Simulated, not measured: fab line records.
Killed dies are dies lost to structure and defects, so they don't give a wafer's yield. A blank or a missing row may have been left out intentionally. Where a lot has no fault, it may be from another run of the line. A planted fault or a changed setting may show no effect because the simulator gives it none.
Split-lot study	flow n5 finfet	route with 1938 steps; 7 lots, 21 wafers read

ON THE SPLIT
At N5_BEOL_M9_ILD_DEP_00 (deposits SiCOH lowk from DEMS/porogen, target thk 308.51 nm, time 58 s), the setting time s was moved away from the recipe's 58 s on 7 of the 21 wafers read, by -12.8% to +5.7%. This setting was run at the recipe's value on the other wafers.

FROM SPLIT TO READING: 1 step shown by the file between the two
- N5_BEOL_M9_CURE_71: cures SiCOH lowk, time 240 s

THE READING
M9_ILD_THK in nanometres, read at N5_BEOL_M9_THK_MEAS_01. A value of 269 nm with a standard deviation of 3 nm is what fault-free wafers of this fab line usually give.

wafer	tool, chamber at the split	time s as run, s	against the recipe	M9_ILD_THK, nm	against lot-mates on the recipe
L074.3	pecvd-03, 1	58	recipe	267	-
L074.4	pecvd-03, 0	61.32	+5.7%	285	+18
L074.6	pecvd-03, 1	61.32	+5.7%	283	+16
L075.2	pecvd-02, 2	58	recipe	268	-
L075.3	pecvd-02, 1	58	recipe	268	-
L075.5	pecvd-02, 1	58	recipe	271	-
L083.2	pecvd-02, 2	58	recipe	264	-
L083.3	pecvd-02, 0	58	recipe	267	-
L083.4	pecvd-02, 2	58	recipe	270	-
L088.2	pecvd-04, 1	58	recipe	266	-
L088.3	pecvd-04, 2	58	recipe	267	-
L088.5	pecvd-04, 1	58	recipe	273	-
L091.3	pecvd-02, 2	58	recipe	266	-
L091.4	pecvd-02, 1	54.73	-5.6%	256	-10
L091.5	pecvd-02, 0	54.73	-5.6%	253	-13
L096.1	pecvd-04, 2	58	recipe	266	-
L096.2	pecvd-04, 1	51.44	-11.3%	236	-30
L096.3	pecvd-04, 0	51.44	-11.3%	236	-30
L097.2	pecvd-04, 2	58	recipe	266	-
L097.3	pecvd-04, 0	50.58	-12.8%	237	-32
L097.4	pecvd-04, 2	58	recipe	271	-

THE FIT
A straight line over all 21 wafers: M9_ILD_THK changes by +2.66 nm for each +1% of time s; r = +0.98; the points scatter about the line by 2.4 nm.
The same after taking each lot's own level away (the mean of its wafers on the recipe; 21 wafers): +2.6 nm for each +1%; r = +0.99; scatter 2.3 nm.
Per that fit: largest time s move, reading shift of 33 nm.
The lots' own levels span 266.0 to 269.0 nm, that is 1.0 times the standard deviation above.
The two slopes are in agreement: the lot-to-lot level therefore moves the slope only a little.
Check: for one of the wafers moved furthest among these (-12.8%), held out of the fit, the line's prediction against its lot-mates is -33.2 nm. Against them it came out at -31.5 nm.

THE OTHER SPLITS THESE WAFERS WENT THROUGH
Note: prior to the reading, these wafers also went through further splits. Each is held against what the fit with the lots' levels taken away leaves over:
other split on the same wafers	wafers away from the commonest value	r with M9_ILD_THK (lot level and that fit taken away)
N5_BEOL_M6_ETCH_66 bias w	3	+0.25
N5_BEOL_M7_EXPOSE_25 dose mj	10	-0.06
N5_BEOL_M7_DESCUM_33 time s	7	-0.19
N5_BEOL_M8_EXPOSE_25 dose mj	8	+0.04
N5_BEOL_M8_ETCH_66 source w	7	-0.39

THE WHOLE CHAIN: every reading that the file lists as answering this split, in the file's order
step	what it does	reading	change (the file's fit)	r (the file's)
N5_BEOL_M9_ILD_DEP_00	deposits SiCOH lowk from DEMS/porogen, target thk 308.51 nm, time 58 s	SiCOH_lowk_of_BEOL_M9_ILD_DEP_00.thk nm (the simulator's own value, which no gauge read)	+2.91 nm for each +1% of the setting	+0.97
N5_BEOL_M9_CURE_71	cures SiCOH lowk, time 240 s	SiCOH_lowk_of_BEOL_M9_ILD_DEP_00.thk nm (the simulator's own value, which no gauge read)	+2.57 nm for each +1% of the setting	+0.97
N5_BEOL_M9_THK_MEAS_01		M9_ILD_THK	+2.56 for each +1% of the setting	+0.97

FILE'S OWN FIT
M9_ILD_THK changes by +2.56 nm for each +1% of time s, r = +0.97.
